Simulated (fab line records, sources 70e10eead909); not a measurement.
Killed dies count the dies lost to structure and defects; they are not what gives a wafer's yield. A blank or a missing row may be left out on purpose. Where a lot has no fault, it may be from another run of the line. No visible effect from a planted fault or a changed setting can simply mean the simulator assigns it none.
Which tool was responsible?    flow nandHarc    42 wafers from 15 lots sampled at 3 of the route's 1302 steps

== WHAT EACH GAUGE READ, for each wafer ==
NHARC_A_ONON_D2_THK_MEAS_02: measures by ellipsometry.
lot   measured      on            thkNm (nm)
L579  day 12 21:26  filmMetro-02  975 975 976
L578  day 12 21:35  filmMetro-01  992 992 991
L580  day 13 17:29  filmMetro-02  988 987 986
L581  day 14 01:25  filmMetro-02  1007 1005 1008
L583  day 14 19:18  filmMetro-01  990 989 990
L584  day 15 11:06  filmMetro-01  1010 1010 1010
L586  day 16 04:21  filmMetro-02  1011 1012 1013
L589  day 17 02:05  filmMetro-01  990 991 991
L587  day 17 02:15  filmMetro-01  1018 1022 1018
L590  day 17 14:43  filmMetro-02  1006 1006 1005
L592  day 19 05:16  filmMetro-02  1002 1002
L596  day 20 05:03  filmMetro-02  1008 1008
L597  day 20 05:24  filmMetro-02  988 989
L599  day 21 00:53  filmMetro-02  996 996 997
L600  day 21 17:44  filmMetro-01  1012 1013 1014

NHARC_A_ONON_D2_THK_MEAS_08: measures by ellipsometry.
lot   measured      on            thkNm (nm)
L579  day 12 22:35  filmMetro-02  984 985 984
L578  day 12 22:43  filmMetro-02  985 986 987
L580  day 13 18:37  filmMetro-01  994 993 993
L581  day 14 02:33  filmMetro-01  992 994 992
L583  day 14 20:25  filmMetro-02  998 998 997
L584  day 15 12:14  filmMetro-02  990 991 990
L586  day 16 05:29  filmMetro-01  1005 1004 1005
L589  day 17 03:14  filmMetro-01  997 998 999
L587  day 17 03:23  filmMetro-01  993 993 995
L590  day 17 15:51  filmMetro-02  1011 1010 1010
L592  day 19 06:40  filmMetro-01  982 1515
L596  day 20 06:11  filmMetro-01  1014 1549
L597  day 20 06:32  filmMetro-02  1530 997
L599  day 21 02:01  filmMetro-02  1002 1003 1001
L600  day 21 18:53  filmMetro-01  1015 1016 1014

== EACH LOT AND THE TOOL THAT RAN IT (in order: tool; ch and the chambers of the sampled wafers; start) ==
lot   NHARC_A_ONON_D2_DEP_06
L579  pecvdOnon-01 ch 0, day 12 22:05
L578  pecvdOnon-04 ch 0, day 12 22:16
L580  pecvdOnon-01 ch 0, day 13 18:10
L581  pecvdOnon-03 ch 0, day 14 02:02
L583  pecvdOnon-04 ch 0, day 14 19:58
L584  pecvdOnon-03 ch 0, day 15 11:43
L586  pecvdOnon-03 ch 0, day 16 05:02
L589  pecvdOnon-04 ch 0, day 17 02:43
L587  pecvdOnon-01 ch 0, day 17 02:56
L590  pecvdOnon-01 ch 0, day 17 15:31
L592  pecvdOnon-03 ch 0, day 19 06:13
L596  pecvdOnon-03 ch 0, day 20 05:47
L597  pecvdOnon-03 ch 0, day 20 06:02
L599  pecvdOnon-01 ch 0, day 21 01:31
L600  pecvdOnon-01 ch 0, day 21 18:29
- NHARC_A_ONON_D2_DEP_06: target thk 1000 nm.

== AS READ BY THE TOOLS THEMSELVES (means over the sampled wafers that have a number; for cases with no such wafer, the mark the record gives instead) ==
The record holds no such reading with a usual standard deviation.

== THE ANSWER, worked out from the rows above alone ==
Rule: what is usual is taken from the lots themselves. The widest of any qualifying gaps counts: lots, ordered by their means at a reading, are off when they make up no more than a third of the lots, leave a main group of 4 or more, and stand apart from it by 3 or more times the standard deviation of that group's means. Not used: any main group whose means are identical at the precision the tables above print for the reading. A lot without any number at a reading at which 4 lots or more have one is off too. Where the step has rows for the other lots, those lots are counted as sound. After the gauges, taken in route order, come the tools' own readings; for these a lot's mean is taken, as printed above. At the first step where some lot is off, the reading lying furthest off is the one used; lots without a number count as furthest.
Off: L592, L596, L597, at NHARC_A_ONON_D2_THK_MEAS_08 (thkNm). Mean 997 nm and standard deviation 8.9 in the main group.
A tool fits if, at a process step before that reading, it ran every lot that is off, and no sound lot after the first of them. Those tools and the gauges at NHARC_A_ONON_D2_THK_MEAS_08 are tried in the same way. One fits: pecvdOnon-03 at NHARC_A_ONON_D2_DEP_06. Its last sound lot is L586 (day 16 05:02), its first lot that is off L592 (day 19 06:13): a fault that began between those two fits.

== WHAT THE SIMULATOR HAD INSERTED ==
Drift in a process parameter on pecvdOnon-03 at NHARC_A_ONON_D2_DEP_06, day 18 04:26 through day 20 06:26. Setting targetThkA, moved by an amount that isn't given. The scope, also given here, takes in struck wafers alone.
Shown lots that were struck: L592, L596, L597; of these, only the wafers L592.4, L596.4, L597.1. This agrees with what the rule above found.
